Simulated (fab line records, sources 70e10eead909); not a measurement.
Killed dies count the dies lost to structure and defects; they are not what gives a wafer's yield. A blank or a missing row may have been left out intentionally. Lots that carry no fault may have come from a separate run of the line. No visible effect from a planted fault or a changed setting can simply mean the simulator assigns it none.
Chamber matching	flow nandHarc	rieDiel-06 running NHARC_A_BLC_DESCUM_15: 4 sister chambers
The step chemistry O2, time 3 s. 16 wafers are shown with their chamber, then 8 later ones without.

## WAFERS WITH THEIR CHAMBER
wafer	chamber	showerheadPlenumPTorr (Torr)	drypumpMotorCurrentA (A)	throttleValvePct (%)
L075.1	1	1.77	5.4	11.307
L075.2	2	1.91	5.5	11.312
L075.5	1	1.77	5.5	11.301
L074.3	1	1.77	5.4	11.307
L074.5	1	1.77	5.4	11.308
L074.6	0	1.84	5.2	11.327
L077.2	0	1.84	5.2	11.300
L077.3	2	1.91	5.5	11.315
L077.5	2	1.91	5.5	11.301
L079.1	1	1.77	5.4	11.310
L079.5	2	1.91	5.6	11.313
L079.6	1	1.77	5.4	11.319
L083.1	3	1.77	5.5	11.327
L083.2	1	1.77	5.4	11.297
L083.3	2	1.90	5.6	11.308
L090.2	0	1.84	5.1	11.302

SIGNATURES (means of the wafers above)
reading	chamber 0	chamber 1	chamber 2	chamber 3	scatter within a chamber
showerheadPlenumPTorr	1.8400	1.7700	1.9080	1.7700	0.00258
drypumpMotorCurrentA	5.167	5.414	5.540	5.500	0.0476
throttleValvePct	11.30967	11.30700	11.30980	11.32700	0.00849
Rule: distance of a wafer from a chamber = root of the sum over the readings of ((wafer's reading minus chamber's mean) / reading's scatter) squared. The wafer belongs to the nearest chamber; if the next one is less than 2 further off, it can't be placed. The scatter: take each reading less its chamber's mean, square it, sum over the shown wafers, divide by the number of wafers less the number of chambers, and take the root.

## WAFERS MISSING THEIR CHAMBER
wafer	showerheadPlenumPTorr (Torr)	drypumpMotorCurrentA (A)	throttleValvePct (%)
L090.5	1.77	5.4	11.311
L090.6	1.84	5.2	11.300
L091.2	1.77	5.4	11.316
L091.4	1.90	5.6	11.296
L091.6	1.90	5.5	11.330
L093.1	1.84	5.2	11.311
L093.4	1.77	5.5	11.323
L093.6	1.77	5.5	11.304

## WHICH CHAMBER EACH ONE RAN IN
wafer	from the rows above	in truth
L090.5	1	1
L090.6	0	0
L091.2	can't be placed: 1 or 3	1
L091.4	2	2
L091.6	2	2
L093.1	0	0
L093.4	3	3
L093.6	can't be placed: 1 or 3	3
Correct placement for 6 of the 8. Cannot be placed on the basis of these rows: 2; the candidates contain the true chamber in 2. Wrongly placed: 0.
